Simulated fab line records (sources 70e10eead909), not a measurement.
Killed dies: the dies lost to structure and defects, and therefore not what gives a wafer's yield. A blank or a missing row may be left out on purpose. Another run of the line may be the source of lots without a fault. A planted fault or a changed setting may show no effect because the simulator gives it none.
Code-filled problem report in 8D (eight disciplines) form    flow nand harc    the parts of the form that need people (team, actions taken, sign-off) are left out

== 1. THE ISSUE ==
time to endpoint s at NHARC_A_M0_CMP_23 reads a mean of 49.1 s on 2 wafers of 2 lots; wafers without a fault read 29.1 s with a standard deviation of 2.8. That puts it +7.1 standard deviations away from the usual mean.
The step: polishes, t overpolish 20 s, target thk 113.75 nm.
Seen first at day 30 21:31 on cmp-03, wafer L833.3. At this step, 36 wafers from 12 lots have a number in the record. The rule behind "out" and "out of limits": a value lying over 4 standard deviations away from the usual mean. All remaining wafers that have a number are taken as sound.

== 2. WHAT THIS IS AND IS NOT ==
question                     is                  is not
which readings at this step  time to endpoint s  edge zone pressure frac, motor current A
which lots                   L833, L835          L816, L818, L819, L822, L823, L824, L826, L836, L837, L839
which wafers of those lots   L833.3, L835.6      L833.1, L833.2, L835.4, L835.5
read on which tools          cmp-01, cmp-03      cmp-04
when                         from day 30 21:31   up to then (23 sound wafers); but 11 sound wafers of L835, L836, L837, L839 came after

== 3. THE SUSPECTS, EACH WITH WHAT RULES IT OUT ==
Counting: if a tool at a process step up to the reading ran every lot that is out, it stays a suspect. Sound lots after the first of them don't rule it out here, since some wafers of a struck lot are sound.
- ecd cu-02 at NHARC_A_M0_ECD_22 (material Cu, target thk 400 nm): kept. It processed each lot that is out (first: L833, day 30 20:48); up to then, its last sound lot is L826 (day 27 18:53).
Remaining after the count: ecd cu-02 at NHARC_A_M0_ECD_22.

== 4. THE CAUSE (what the simulator had put in) ==
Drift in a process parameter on ecd cu-02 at NHARC_A_M0_ECD_22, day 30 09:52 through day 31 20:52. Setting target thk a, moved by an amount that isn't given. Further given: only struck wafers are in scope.
This tool alone remained once counting was done.

== 5. THE CHAIN OF EFFECTS, in route order ==
Each row: a reading where the mean over the struck wafers with a number is more than 3 standard deviations away from the usual. Readings are gone through only where the record gives a usual standard deviation; hours: the median, over the lots, of the time from a lot's start at the first step in this table giving one to that lot's start at this step; sigmas: the change measured in usual standard deviations.
hours  step               reading             usual   on struck wafers  change  sigmas
0      NHARC_A_M0_CMP_23  time to endpoint s  29.1 s  49.1              +20.0   +7.1
Here are the process steps it includes:
- NHARC_A_M0_CMP_23: polishes, t overpolish 20 s, target thk 113.75 nm.

== 6. WHAT WOULD HAVE CAUGHT IT SOONER ==
In this record the first reading out of limits was taken at day 30 21:31, 12 hours after the fault began at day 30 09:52.
Lots out: 2; of these, L835 started NHARC_A_M0_ECD_22 on ecd cu-02 after day 30 21:31. A hold on the tool at that time would have spared it.
